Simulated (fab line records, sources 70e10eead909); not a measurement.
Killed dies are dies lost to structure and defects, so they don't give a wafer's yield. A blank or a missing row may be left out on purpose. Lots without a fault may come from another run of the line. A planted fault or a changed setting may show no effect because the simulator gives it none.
Which tool did it? | flow nand_harc | 11 lots, 33 wafers sampled, at 5 steps of a route of 1159

WHAT THE GAUGES READ, wafer by wafer
NHARC_END_SORT_01.
lot  | measured     | on        | killed_at_array
L917 | day 21 20:56 | prober-02 | 677 672 675
L919 | day 21 23:18 | prober-01 | 675 673 675

WHICH TOOL RAN EACH LOT (tool, then ch and the chambers of the sampled wafers, then the start)
lot  | NHARC_A_STAIRCASE_DEP_471       | NHARC_A_SGD_CUT_ETCH_59            | NHARC_A_SGD_CUT_STRIP_17                      | NHARC_A_SGD_CUT_ETCHBACK_24
L910 | pecvd-02 ch 1,2, day 13 12:25   | rie_diel-03 ch 1,2,3, day 13 14:08 | rie_diel-03 ch 0,1, day 13 20:13 or earlier   | rie_diel-03 ch 0,1,2, day 13 20:13
L911 | pecvd-04 ch 0,1,2, day 14 02:28 | rie_diel-11 ch 0,2,3, day 14 04:43 | rie_diel-11 ch 1,2,3, day 14 10:32 or earlier | rie_diel-03 ch 0,1,3, day 14 10:32
L913 | pecvd-04 ch 0,2, day 14 02:46   | rie_diel-03 ch 0,1,3, day 14 04:40 | rie_diel-03 ch 0,1, day 14 10:35 or earlier   | rie_diel-12 ch 0,1,2, day 14 10:35
L912 | pecvd-04 ch 0,1,2, day 14 12:57 | rie_diel-11 ch 2,3, day 14 14:44   | rie_diel-11 ch 1,3, day 14 21:15 or earlier   | rie_diel-11 ch 0,1,3, day 14 21:15
L917 | pecvd-04 ch 1,2, day 15 19:35   | rie_diel-03 ch 0,2,3, day 15 21:26 | rie_diel-03 ch 2,3, day 16 01:23 or earlier   | rie_diel-03 ch 0,1, day 16 01:23
L919 | pecvd-02 ch 0,1,2, day 16 05:32 | rie_diel-03 ch 0,1,2, day 16 07:16 | rie_diel-03 ch 0,1,2, day 16 14:26 or earlier | rie_diel-03 ch 1,2, day 16 14:26
L927 | pecvd-04 ch 0,2, day 17 22:52   | rie_diel-03 ch 1,2, day 18 00:38   | rie_diel-03 ch 0,1,2, day 18 06:02 or earlier | rie_diel-03 ch 0,1,2, day 18 06:02
L931 | pecvd-02 ch 1,2, day 18 12:17   | rie_diel-11 ch 2,3, day 18 14:24   | rie_diel-11 ch 0,3, day 18 20:23 or earlier   | rie_diel-11 ch 1,2, day 18 20:23
L929 | pecvd-04 ch 0,1,2, day 18 12:20 | rie_diel-03 ch 1,2,3, day 18 14:31 | rie_diel-03 ch 0,2,3, day 18 20:26 or earlier | rie_diel-12 ch 0,1,2, day 18 20:26
L930 | pecvd-02 ch 1,2, day 18 13:44   | rie_diel-11 ch 0,1, day 18 15:31   | rie_diel-11 ch 1,2, day 18 20:32 or earlier   | rie_diel-12 ch 1,2, day 18 20:32
L933 | pecvd-04 ch 0,1, day 19 15:19   | rie_diel-03 ch 0,3, day 19 17:04   | rie_diel-03 ch 0,1, day 19 22:50 or earlier   | rie_diel-11 ch 0,1, day 19 22:50
- NHARC_A_STAIRCASE_DEP_471: deposits SiO2, target thk 100 nm.
- NHARC_A_SGD_CUT_ETCH_59: etches the open film in N2/H2, target depth 260 nm, time 406.25 s.
- NHARC_A_SGD_CUT_STRIP_17: strips in O2.
- NHARC_A_SGD_CUT_ETCHBACK_24: etches the open film in CH3F/O2, target depth 50 nm, time 92.857 s.

THE ANSWER, worked out from the rows above alone
Rule: what is usual is taken from the lots themselves. Put in order of their means at a reading, lots are off if they are a third of the lots or fewer, leave a main group of 4 or more, and stand apart from it by a gap of 3 or more times the standard deviation of the main group's means; of several such gaps the widest counts. A main group whose means are all the same, to the digits that the tables above print for the reading, isn't used. A lot without any number at a reading at which 4 lots or more have one is off too. The other lots that the step has rows for count as sound.
No lot is off at any reading shown: from this, nothing can be told.

WHAT THE SIMULATOR HAD PUT IN
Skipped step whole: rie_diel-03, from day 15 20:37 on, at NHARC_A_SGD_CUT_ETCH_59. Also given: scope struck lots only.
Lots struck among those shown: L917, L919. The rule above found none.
